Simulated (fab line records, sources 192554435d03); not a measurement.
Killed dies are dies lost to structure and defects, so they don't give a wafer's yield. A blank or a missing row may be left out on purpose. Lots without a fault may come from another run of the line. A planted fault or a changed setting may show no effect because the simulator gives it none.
One fault seen from 2 desks | flow n5_finfet | each desk has only its own numbers; what lay behind them comes last

THE TOOL OWNER'S DESK: ald_metal-03
The tool's own readings at N5_HKMG_FIN_PWFM_ALD_03 (deposits TiN, target thk 2 nm, pulse time 1 s, purge time 3 s): means of the sampled wafers that have a number, for each lot that ran on this tool. A lot is out of limits, marked OUT, if its mean lies more than 4 standard deviations from the usual mean; the brackets give that distance.
Columns: A = heater_power_outer_w at N5_HKMG_FIN_PWFM_ALD_03, usual 583 W; B = heater_power_w at N5_HKMG_FIN_PWFM_ALD_03, usual 909 W; C = precursor_pulse_height_rel at N5_HKMG_FIN_PWFM_ALD_03, usual 0.997; D = susceptor_temp_C at N5_HKMG_FIN_PWFM_ALD_03, usual 400.03 C
lot  | first seen here | A   | B    | C     | D
L202 | day 4 15:04     | 579 | 893  | 0.993 | 400.07
L210 | day 6 15:06     | 633 | 1022 | 1.022 | 400.06
L212 | day 7 11:06     | 608 | 973  | 0.986 | 399.90
This desk's finding: nothing out of limits on any of the 3 lots.

THE METROLOGY DESK
What the gauges read, lot by lot, whatever tool the lot ran on: means of the sampled wafers that have a number. A lot is out of limits, marked OUT, if its mean lies more than 4 standard deviations from the usual mean; the brackets give that distance. Of its 11 readings 7 are shown: those that lie furthest out on some lot.
Columns: A = HK_THK at N5_HKMG_FIN_THK_MEAS_70, usual 1.569 nm; B = IOFF_P at N5_BEOL_M4_RC_MEAS_101, usual 0.19 nA/um; C = ION_N at N5_BEOL_M4_RC_MEAS_101, usual 677 uA/um; D = ION_P at N5_BEOL_M4_RC_MEAS_101, usual 462 uA/um; E = SS_N at N5_BEOL_M4_RC_MEAS_101, usual 71.4 mV/dec; F = VT_N at N5_BEOL_M4_RC_MEAS_101, usual 250 mV; G = VT_P at N5_BEOL_M4_RC_MEAS_101, usual -251 mV
lot  | first seen here | A     | B    | C   | D   | E    | F   | G
L202 | day 4 15:02     | 1.552 | 0.16 | 678 | 454 | 71.9 | 249 | -254
L210 | day 6 15:04     | 1.585 | 0.19 | 677 | 459 | 71.5 | 248 | -252
L212 | day 7 11:04     | 1.588 | 0.18 | 689 | 463 | 71.6 | 246 | -252
L215 | day 8 00:31     | 1.559 | 0.17 | 649 | 445 | 71.8 | 254 | -256
L217 | day 8 08:04     | 1.566 | 0.18 | 679 | 459 | 71.2 | 252 | -253
L218 | day 8 14:52     | 1.554 | 0.18 | 675 | 461 | 70.8 | 253 | -252
This desk's finding: nothing out of limits on any of the 6 lots.

PUT TOGETHER
The tool owner's desk saw nothing out of limits.
The metrology desk saw nothing out of limits.

WHAT THE SIMULATOR HAD PUT IN
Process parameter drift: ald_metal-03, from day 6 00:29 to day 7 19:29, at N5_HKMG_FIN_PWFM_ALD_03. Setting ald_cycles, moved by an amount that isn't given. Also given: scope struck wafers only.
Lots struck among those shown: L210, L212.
